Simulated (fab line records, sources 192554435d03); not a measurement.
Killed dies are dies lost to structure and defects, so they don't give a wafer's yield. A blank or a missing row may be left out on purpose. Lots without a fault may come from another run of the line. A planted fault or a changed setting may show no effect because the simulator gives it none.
A struck lot beside a sound one | flow n5_finfet | 14 steps out of a route of 1938
Sound: wafers L648.1, L648.3, L648.4. Struck: wafers L666.2, L666.4, L666.5. The cause comes at the end.
At each step with rows: each side's tool, then ch and its chambers, then its first start. Under that, the readings that differ: sound wafers | struck wafers | difference of the means | sigmas: that difference in standard deviations of wafers without a fault.
alike: readings whose means differ by less than 2 such deviations, and words and numbers that are the same on both sides. not compared: withheld readings, readings that some wafer has no value for, bounds like >300 that may hide the same value, and numbers for which the record gives no deviation and whose values overlap.
The two part at a step that has a row with sigmas, a row that says differs or no value, or rows on one side only. Numbers that don't overlap but have no deviation are shown without sigmas and don't part them. A reading that every wafer of one side lacks parts them only if that side has two wafers or more.

first, 1 step without rows for these wafers: N5_BEOL_M13_PRE_CLEAN_52 (time 15 s).
N5_BEOL_M13_DEP_53: deposits SiCN from 3MS/NH3, target thk 50 nm, time 17.8 s.
  sound on pecvd-02 ch 0,1, day 11 09:52; struck on pecvd-03 ch 1,2, day 16 08:47
  reading                | sound          | struck         | difference | sigmas
  throttle_valve_pct (%) | 17.0 17.6 17.3 | 19.3 19.2 18.7 | +1.8       | +2
  alike: chamber_pressure_Torr, showerhead_plenum_p_Torr
N5_BEOL_M13_RS_MEAS_54: measures by four-point-probe.
  sound on film_metro-02, day 11 09:56; struck on film_metro-01, day 16 08:52
  alike: M13_RS
N5_BEOL_M13_INSPECT_55: inspects for defects (darkfield).
  sound on defect_inspect-02, day 11 10:11; struck on defect_inspect-02, day 16 08:53
  alike: raw_defect_count
N5_BEOL_M14_ILD_DEP_00: deposits SiO2 from TEOS/O2, target thk 1119.3 nm, time 237.4 s.
  sound on pecvd-03 ch 1,2, day 11 10:13; struck on pecvd-04 ch 0,1,2, day 16 08:55
  reading                | sound          | struck         | difference | sigmas
  throttle_valve_pct (%) | 20.0 18.9 19.8 | 17.7 18.2 17.2 | -1.9       | -2
  alike: chamber_pressure_Torr, heater_power_w, showerhead_plenum_p_Torr
N5_BEOL_M14_THK_MEAS_01:
  sound on film_metro-02, day 11 10:29; struck on film_metro-01, day 16 09:07
  alike: M14_ILD_THK
then, 6 steps without rows for these wafers: N5_BEOL_M14_COAT_58 (time 60 s, resist thk 89 nm); N5_BEOL_M14_COAT_04 (resist thk 800 nm); N5_BEOL_M14_EBR_06; N5_BEOL_M14_SOFTBAKE_05 (time 60 s); N5_BEOL_M14_EXPOSE_07 (exposes mask V13); N5_BEOL_M14_PEB_08 (peb time 90 s).
N5_BEOL_M14_DEVELOP_09: develop time 45 s.
  sound on litho_track-05 ch 0, day 11 10:41; struck on litho_track-05, day 16 09:26
  no value came back on the struck wafers for chill_plate_temp_C (C), develop_time_s (s); on the sound wafers chill_plate_temp_C (C) reads 22.95 22.94 23.05
  reading                                    | sound         | struck            | difference | sigmas
  model.coat_of_BEOL_M14_COAT_04.thk_nm (nm) | 785 786 783.8 | 803.4 805.6 802.8 | +19.0      |
then, 1 step without rows for these wafers: N5_BEOL_M14_HARDBAKE_14 (time 120 s).

WHERE THEY PART
First at N5_BEOL_M13_DEP_53; last, within this record, at N5_BEOL_M14_DEVELOP_09.

WHY: what the simulator had put in
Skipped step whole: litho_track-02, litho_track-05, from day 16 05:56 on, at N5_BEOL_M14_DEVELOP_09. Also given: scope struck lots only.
